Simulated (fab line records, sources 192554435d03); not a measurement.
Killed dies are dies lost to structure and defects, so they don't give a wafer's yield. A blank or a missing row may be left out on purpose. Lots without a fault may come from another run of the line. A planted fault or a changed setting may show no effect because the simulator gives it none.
fab line records | flow n5_finfet
record lots=7 wafers=39
route steps=1938 shown HKMG_FIN@438 MOL_CONTACT_COAG@538
start_h: hours from the record's first day to the start of the lot's first wafer shown | wait_h: hours since the lot's step before | " the same as in the row above | L1.1+2: a row that stands for several wafers | - no value, or no start given | * or withheld: withheld | < > ~ a bound
route shown NAME@n: a module of which the file shows steps, and the number in the route of the first | usual: mean/standard deviation of fault-free wafers | same: alike in all rows | chamber/n: place in a boat | sites: the reading at each site | _std_site: their standard deviation | _edge_site: outer sites' mean less inner sites' | radius_mm: how far each site lies from the wafer's centre | mask NAME#n: copy n | behind: the tool/chamber that last shaped the wafer | hold: why the lot was held/for how many hours/how that ended | device: the transistor (n, p or np) that didn't switch | end of line: the same wafers' tests at the end of the route | a step without rows: its recipe alone | killed: dies lost to structure and defects at the first sort, not the wafer's yield | map: a wafer's dies, x killed, . not, _ none there
set.NAME: the setting as run; set.NAME@STEP: as run at that earlier step | model.NAME: the simulator's own value behind a step, which no gauge read
lots whose settings were changed on purpose; a table a step, a row a wafer
## steps
# step N5_HKMG_FIN_ETCH_35
# recipe chemistry=N2/H2 target=SOC target_depth_a=2158 ion_energy_ev=65 bias_w=5 source_w=3000 time_s=243.4 pressure_mtorr=30 n2_flow_sccm=200 h2_flow_sccm=200
# columns lot.wafer tool chamber start_h wait_h set.time_s model.HKMG_FIN.feature_depth_nm model.etch.depth_nm model.SOC_of_HKMG_FIN_COAT_29.thk_nm
L076.2 rie_diel-06 3 87.49 0.0 243.4 214.4 214.4 86
L076.3 " 2 " " 243.4 214 213.9 87.2
L076.5 " 0 " " 243.4 212.6 212.6 87
L084.1 rie_diel-05 2 133.39 0.0 215.3 192.2 192.1 107.4
L084.2 " 0 " " 243.4 221 221 77.8
L084.3 " 1 " " 243.4 218.2 218.2 81.2
L084.4 " 3 " " 215.3 193.2 193.2 106.8
L084.5 " 3 " " 215.3 192.4 192.3 106.8
L084.6 " 0 " " 243.4 222.2 222.2 77
L083.1 rie_diel-06 0 134.47 0.0 243.4 217.4 217.4 83.2
L083.2 " 3 " " 243.4 214.8 214.7 85.6
L083.3 " 1 " " 243.4 213 212.9 89.2
L083.4 " 3 " " 243.4 214.2 214.2 86.8
L083.5 " 0 " " 243.4 219 219 81.4
L083.6 " 1 " " 243.4 211.8 211.9 88.8
L086.1 rie_diel-06 2 148.85 0.0 243.4 218.8 218.9 81.8
L086.2 " 1 " " 283.7 249.6 249.5 51.4
L086.3 " 0 " " 243.4 219 219 81.8
L086.4 " 0 " " 283.7 256.8 256.7 43.8
L086.5 " 2 " " 243.4 218.6 218.6 81.4
L086.6 " 1 " " 283.7 251.6 251.5 48.4
L092.1 rie_diel-02 0 182.98 0.0 191.7 165.2 165.1 136.8
L092.2 " 1 " " 191.7 167.6 167.6 134
L092.3 " 3 " " 191.7 171.2 171.2 130.4
L092.4 " 0 " " 243.4 206.8 206.8 94.2
L092.5 " 3 " " 243.4 219.2 219.1 82.4
L092.6 " 1 " " 243.4 213.6 213.6 87.6
L093.1 rie_diel-02 2 193.23 0.0 243.4 214.8 214.9 85.4
L093.2 " 3 " " 278.8 248.2 248.2 52
L093.3 " 0 " " 243.4 206.6 206.7 93.8
L093.4 " 0 " " 278.8 240.2 240.1 60.6
L093.5 " 2 " " 278.8 245.2 245.3 54.6
L093.6 " 3 " " 243.4 216.6 216.7 83.8
L097.1 rie_diel-06 1 221.10 0.0 243.4 211 210.9 89.8
L097.2 " 2 " " 287.5 257.8 257.7 42.8
L097.3 " 0 " " 243.4 216.2 216.2 83
L097.4 " 3 " " 287.5 255 255 45.8
L097.5 " 3 " " 287.5 252.2 252.3 47
L097.6 " 2 " " 243.4 218.2 218.2 81.6
# step N5_MOL_CONTACT_COAG_ETCH_110
# recipe chemistry=CF4/O2 target=Si target_depth_a=25 time_s=8 pressure_mtorr=100 source_w=200 bias_w=12 ion_energy_ev=60 Ar_flow_sccm=100 cf4_flow_sccm=100 O2_flow_sccm=10
# usual rf_vpp_V=127.2/1.5
# columns lot.wafer tool chamber start_h wait_h set.bias_w rf_vpp_V model.etch.depth_nm
L076.2 rie_diel-02 1 100.01 0.0 12 125.5 2.432
L076.3 " 0 " " 12 126.0 2.382
L076.5 " 3 " " 12 124.8 2.508
L084.1 rie_diel-05 2 145.27 0.0 9.98 109.6 2.32
L084.2 " 3 " " 9.98 107.6 2.345
L084.3 " 0 " " 12 126.3 2.555
L084.4 " 1 " " 9.98 111.1 2.329
L084.5 " 2 " " 12 125.6 2.496
L084.6 " 3 " " 12 124.8 2.527
L083.1 rie_diel-06 3 146.60 0.0 14.3 148.5 2.688
L083.2 " 1 " " 12 126.9 2.508
L083.3 " 0 " " 12 129.4 2.532
L083.4 " 0 " " 14.3 147.6 2.729
L083.5 " 1 " " 14.3 149.4 2.703
L083.6 " 3 " " 12 127.8 2.504
L086.1 rie_diel-06 0 162.25 0.0 10.63 116.9 2.384
L086.2 " 2 " " 12 127.4 2.524
L086.3 " 1 " " 12 128.9 2.481
L086.4 " 0 " " 10.63 117.5 2.423
L086.5 " 1 " " 10.63 116.4 2.34
L086.6 " 2 " " 12 126.9 2.531
L092.1 rie_diel-06 0 195.41 0.0 12 126.7 2.526
L092.2 " 1 " " 13.75 143.3 2.626
L092.3 " 3 " " 13.75 141.9 2.642
L092.4 " 2 " " 13.75 142.2 2.666
L092.5 " 0 " " 12 127.8 2.509
L092.6 " 1 " " 12 129.0 2.487
L093.1 rie_diel-02 2 205.61 0.0 9.835 110.0 2.276
L093.2 " 3 " " 9.835 108.0 2.325
L093.3 " 0 " " 9.835 106.5 2.195
L093.4 " 1 " " 12 127.8 2.463
L093.5 " 1 " " 12 124.9 2.464
L093.6 " 0 " " 12 126.3 2.408
L097.1 rie_diel-05 0 233.55 0.0 12 126.7 2.538
L097.2 " 2 " " 12 126.9 2.503
L097.3 " 1 " " 11.29 121.8 2.451
L097.4 " 3 " " 12 126.0 2.521
L097.5 " 0 " " 11.29 120.6 2.454
L097.6 " 1 " " 11.29 122.2 2.428
## key
split step=N5_HKMG_FIN_ETCH_35 setting=time_s stated=243.4 by=wafer
response step=N5_HKMG_FIN_ETCH_35 reading=model.HKMG_FIN.feature_depth_nm change=+2.17 per=1% r=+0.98
response step=N5_HKMG_FIN_ETCH_35 reading=model.etch.depth_nm change=+2.16 per=1% r=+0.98
response step=N5_HKMG_FIN_ETCH_35 reading=model.SOC_of_HKMG_FIN_COAT_29.thk_nm change=-2.17 per=1% r=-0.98
split step=N5_MOL_CONTACT_COAG_ETCH_110 setting=bias_w stated=12 by=wafer
response step=N5_MOL_CONTACT_COAG_ETCH_110 reading=rf_vpp_V change=+1 per=1% r=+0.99
response step=N5_MOL_CONTACT_COAG_ETCH_110 reading=model.etch.depth_nm change=+0.0104 per=1% r=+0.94
